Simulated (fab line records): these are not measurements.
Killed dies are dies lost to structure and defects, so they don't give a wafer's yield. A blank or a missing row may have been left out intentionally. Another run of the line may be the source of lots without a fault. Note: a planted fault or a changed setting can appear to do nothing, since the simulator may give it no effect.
Matching of chambers + flow n5 finfet + rie diel-03 running N5_MOL_CONTACT_COAG_DESCUM_13: 4 sister chambers
The step chemistry O2, time 7 s. 4 wafers are shown with their chamber, then 8 later ones without.

== WAFERS PAIRED WITH THEIR CHAMBERS ==
| wafer  | chamber | showerhead plenum p Torr (Torr) |
|--------|---------|---------------------------------|
| L080.4 | 0       | 2.02                            |
| L081.1 | 3       | 2.16                            |
| L081.2 | 2       | 2.13                            |
| L082.1 | 1       | 2.14                            |

== WAFERS WITH NO CHAMBER GIVEN ==
| wafer  | showerhead plenum p Torr (Torr) |
|--------|---------------------------------|
| L082.3 | 2.16                            |
| L082.4 | 2.02                            |
| L083.2 | 2.02                            |
| L083.3 | 2.16                            |
| L083.6 | 2.16                            |
| L096.2 | 2.13                            |
| L096.5 | 2.15                            |
| L096.6 | 2.01                            |

== EACH ONE'S CHAMBER ==
| wafer  | from the rows above     | in truth                   |
|--------|-------------------------|----------------------------|
| L082.3 | 3                       | 3                          |
| L082.4 | 0                       | 0                          |
| L083.2 | 0                       | 0                          |
| L083.3 | 3                       | 3                          |
| L083.6 | 3                       | 3                          |
| L096.2 | 2                       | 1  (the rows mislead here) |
| L096.5 | can't be placed: 1 or 3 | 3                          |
| L096.6 | 0                       | 0                          |
Placed correctly: 6 of 8. Can't be placed from these rows: 1 (the true chamber is among the candidates in 1). Placed wrongly: 1.
How it was worked out, from the rows above alone: a wafer's distance from a chamber is the root of the sum, over the readings, of the square of ((its reading less the chamber's mean) divided by the reading's scatter). The wafer belongs to the nearest chamber; if the next one is less than 2 further off, it can't be placed. The mean given for a chamber averages the wafers shown for that chamber. The scatter: root of mean squared gap, hidden wafer to nearest shown wafer, with one shown wafer a chamber.
